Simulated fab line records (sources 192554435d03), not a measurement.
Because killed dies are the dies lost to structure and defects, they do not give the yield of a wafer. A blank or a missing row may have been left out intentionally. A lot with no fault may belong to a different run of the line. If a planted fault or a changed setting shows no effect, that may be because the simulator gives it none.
Matching of chambers | flow n5 finfet | 4 sister chambers for N5_BEOL_M6_STRIP_67 on rie diel-06
The step strips in CF4. 20 wafers are shown with their chamber, then 10 later ones without.

== WAFERS PAIRED WITH THEIR CHAMBERS ==
wafer  | chamber | drypump motor current A (A) | throttle valve pct (%) | oes product au (a.u.)
L080.1 | 0       | 5.2                         | 13.08                  | 0.89
L080.2 | 1       | 5.5                         | 13.63                  | 0.79
L080.4 | 3       | 5.0                         | 13.76                  | 0.69
L083.1 | 3       | 4.9                         | 13.77                  | 0.69
L083.3 | 2       | 5.6                         | 13.06                  | 0.89
L083.5 | 0       | 5.2                         | 13.08                  | 0.87
L084.3 | 0       | 5.2                         | 13.10                  | 0.86
L084.5 | 3       | 4.9                         | 13.78                  | 0.67
L084.6 | 0       | 5.2                         | 13.09                  | 0.87
L085.3 | 2       | 5.7                         | 13.07                  | 0.87
L085.4 | 1       | 5.6                         | 13.69                  | 0.78
L085.6 | 0       | 5.2                         | 13.11                  | 0.86
L089.2 | 3       | 4.9                         | 13.25                  | 0.96
L089.3 | 0       | 5.2                         | 13.12                  | 0.85
L089.5 | 3       | 4.9                         | 13.24                  | 0.96
L092.3 | 2       | 5.6                         | 13.08                  | 0.87
L092.4 | 3       | 4.9                         | 13.23                  | 0.95
L092.5 | 2       | 5.6                         | 13.07                  | 0.87
L091.2 | 1       | 5.6                         | 13.70                  | 0.77
L091.4 | 3       | 4.9                         | 13.24                  | 0.92

SIGNATURES (means of the wafers above)
reading                 | chamber 0 | chamber 1 | chamber 2 | chamber 3 | scatter within a chamber
drypump motor current A | 5.200     | 5.567     | 5.625     | 4.914     | 0.0377
throttle valve pct      | 13.0967   | 13.6733   | 13.0700   | 13.4671   | 0.174
oes product au          | 0.8667    | 0.7800    | 0.8750    | 0.8343    | 0.0875
Rule: a wafer lies at a distance from a chamber equal to the root of the sum of squares, over the readings, of (its reading less the chamber's mean, divided by the reading's scatter). If the next closest chamber is less than 2 further off than the closest, the wafer can't be placed; otherwise it belongs to the closest. The scatter: take each reading less its chamber's mean, square it, sum over the shown wafers, divide by the number of wafers less the number of chambers, and take the root.

== WAFERS WITH NO CHAMBER GIVEN ==
wafer  | drypump motor current A (A) | throttle valve pct (%) | oes product au (a.u.)
L091.6 | 5.6                         | 13.70                  | 0.77
L095.2 | 5.2                         | 13.13                  | 0.85
L095.3 | 4.9                         | 13.25                  | 0.91
L095.6 | 4.9                         | 13.26                  | 0.92
L093.1 | 5.5                         | 13.73                  | 0.77
L093.2 | 5.6                         | 13.10                  | 0.85
L093.6 | 5.2                         | 13.14                  | 0.85
L096.1 | 5.5                         | 13.70                  | 0.76
L096.2 | 5.2                         | 13.14                  | 0.84
L096.4 | 4.9                         | 13.25                  | 0.91

== CHAMBER TAKEN BY EACH ==
wafer  | from the rows above | in truth
L091.6 | 1                   | 1
L095.2 | 0                   | 0
L095.3 | 3                   | 3
L095.6 | 3                   | 3
L093.1 | 1                   | 1
L093.2 | 2                   | 2
L093.6 | 0                   | 0
L096.1 | 1                   | 1
L096.2 | 0                   | 0
L096.4 | 3                   | 3
Correctly placed: 10 of 10. Number that these rows cannot place: 0. Number placed wrongly: 0.
